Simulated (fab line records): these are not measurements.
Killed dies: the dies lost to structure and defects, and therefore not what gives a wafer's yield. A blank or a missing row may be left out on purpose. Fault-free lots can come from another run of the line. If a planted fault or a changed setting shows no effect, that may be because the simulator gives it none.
Struck lot and sound lot, side by side	flow nand-harc	18 steps out of a route of 1302
Sound: the wafers L596.1, L596.3, L596.6. Wafers L609.1, L609.2, L609.6 were the ones struck. The cause is named last.
Per side, at each step with rows, come the tool, then ch with its chambers, and then its first start. Under that, the readings that differ: sound wafers	struck wafers	difference of the means	sigmas: that difference in standard deviations of wafers without a fault.
alike: same words and numbers on both sides, and readings whose means sit less than 2 such deviations apart. not compared: any withheld reading, any reading some wafer has no value for, any bound like >300 that may hide the same value, and any number with overlapping values for which the record gives no deviation.
A row with sigmas, a row that says differs or no value, or rows on one side alone: a step with any of these is where the two part. Numbers that have no deviation but don't overlap get no sigmas and don't part them. A reading missing from all wafers of one side parts the sides only when that side holds two or more wafers.

first, 2 steps without rows for these wafers: NHARC_P_STI_SRD_39; NHARC_P_STI_OXIDE_40 (material SiO2, target thk 10 nm, ox time 1362 s).
NHARC_P_STI_INSPECT_25:
  sound on defect-inspect-02, day 4 18:38; struck on defect-inspect-01, day 10 05:31
  alike: raw-defect-count
then, 9 steps without rows for these wafers: NHARC_P_GATE_ETCH_69 (etches SiO2 in dHF, target depth 14 nm); NHARC_P_GATE_PRECLEAN_70 (cleans in SC1); NHARC_P_GATE_SRD_01; NHARC_P_GATE_OXIDE_02 (material SiO2, target thk 37.5 nm, ox time 365 s); NHARC_P_GATE_DEHYDRATE_03 (time 120 s); NHARC_P_GATE_HMDS_04 (time 30 s); NHARC_P_GATE_COAT_05; NHARC_P_GATE_SOFTBAKE_06 (time 95 s); NHARC_P_GATE_EBR_07.
NHARC_P_GATE_EXPOSE_08: exposes mask P HV.
  sound on krf-scanner-02 ch 0, day 5 04:14; struck on krf-scanner-01 ch 0, day 10 14:08
reading	sound	struck	difference	sigmas
mask	P_HV#0 P_HV#0 P_HV#0	P_NSD#0 P_NSD#0 P_NSD#0	differs	
then, 2 steps without rows for these wafers: NHARC_P_GATE_PEB_09 (peb time 85 s); NHARC_P_GATE_DEVELOP_10 (time 70 s).
NHARC_P_GATE_CD_MEAS_11 targets a cd of 1640 nm.
  sound on cd-sem-01 ch 0, day 5 04:24; struck on cd-sem-03 ch 0, day 10 14:18
reading	sound	struck	difference	sigmas
cd-nm (nm)	1640.6 1639.4 1641.4	- - -	no value on the struck wafers	
then, 1 step without rows for these wafers: NHARC_P_GATE_HARDBAKE_12 (time 80 s).
-- record jumps: 19 days between struck wafers' starts before vs after; left off in module P_GATE, resumes in module END, first step shown is number 1302 of the route --
NHARC_END_SORT_01:
  only the struck wafers appear in the record here, on prober-02 ch 0 at day 29 20:26; the sound ones have no rows

WHERE THEY PART
Earliest at NHARC_P_GATE_EXPOSE_08; latest, in this record, at NHARC_END_SORT_01.

WHY: whatever the simulator had introduced
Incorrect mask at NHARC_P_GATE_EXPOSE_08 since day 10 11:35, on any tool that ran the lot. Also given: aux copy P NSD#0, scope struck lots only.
